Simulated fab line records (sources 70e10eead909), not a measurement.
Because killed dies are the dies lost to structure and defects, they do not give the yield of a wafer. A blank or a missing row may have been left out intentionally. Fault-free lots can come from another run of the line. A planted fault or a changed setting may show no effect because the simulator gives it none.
Problem report, 8D (eight disciplines) form, completed by code	flow nand harc	the parts of the form that need people (team, actions taken, sign-off) are left out

## 1. THE PROBLEM
At NHARC_END_SORT_01, killed dies averages 677 over 2 wafers from 2 lots, while fault-free wafers read 57, standard deviation 17. That is +36 standard deviations from the usual mean.
First observed at day 29 13:30: wafer L696.1, on prober-01. The record has a number at this step for 6 wafers belonging to 2 lots. The rule behind "out" and "out of limits": a value lying over 4 standard deviations away from the usual mean. The other wafers with a number count as sound.

## 2. WHAT IT IS, WHAT IT ISN'T
question	is	is not
which readings at this step	killed dies, killed at array	killed at other, killed open, killed short
which lots	L695, L696	-
which wafers of those lots	L695.4, L696.1	L695.5, L695.6, L696.4, L696.6
read on which gauges	prober-01, prober-02	-
when	from day 29 13:30	up to then (0 sound wafers); but 4 sound wafers of L695, L696 came after

## 3. WHAT RULES OUT EACH SUSPECT
Counting: any tool at a process step up to the reading remains a suspect provided it ran every lot that is out. Sound lots after the first of them don't rule it out here, since some wafers of a struck lot are sound.
- the gauge at NHARC_END_SORT_01 is ruled out. The wafers that are out were read on 2 gauges (prober-01, prober-02).
- rie si-01 at NHARC_A_CHANNEL_FILL_D2_ETCHBACK_19 (etches the open film in HBr/Cl2, target depth 5 nm, time 1.7 s): kept. It ran every lot that is out, first L695 (day 19 18:07).
- At NHARC_A_CHANNEL_FILL_D2_ETCHBACK_19, inside rie si-01: chamber 0 took the wafers that are out, while their sound lot-mates went through chambers 1, 2.
The count leaves rie si-01 at NHARC_A_CHANNEL_FILL_D2_ETCHBACK_19.

## 4. THE CAUSE (what the simulator had put in)
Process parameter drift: rie si-01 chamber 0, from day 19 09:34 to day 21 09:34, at NHARC_A_CHANNEL_FILL_D2_ETCHBACK_19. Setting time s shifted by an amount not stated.
After counting, this tool was the only one left.

## 5. THE EFFECT CHAIN, in route order
Rows list readings where the struck wafers' mean (over those with a number) sits beyond 3 standard deviations from the usual. Only readings whose record carries a usual standard deviation are examined. hours: median over the lots of the time between each lot's start at the first step of this table that gives one and its start at this step. sigmas: the change, counted in usual standard deviations.
hours	step	reading	usual	on struck wafers	change	sigmas
0	NHARC_END_SORT_01	killed at array	52	669	+617	+34
0	NHARC_END_SORT_01	killed dies	57	677	+620	+36

## 6. WHAT WOULD HAVE CAUGHT IT SOONER
Counted from the fault's start at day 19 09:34, it took 244 hours until the first out-of-limits reading at a measuring or inspecting step in this record, taken at day 29 13:30.
An alarm limit of 4 standard deviations would not have fired on the tool readings at NHARC_A_CHANNEL_FILL_D2_ETCHBACK_19 for which the record gives a usual standard deviation, since none of them was out on any struck wafer.
The start of NHARC_A_CHANNEL_FILL_D2_ETCHBACK_19 on rie si-01 came by day 29 13:30 for every one of the lots that are out (2). Had the tool been put on hold then, not one of them would have been saved.
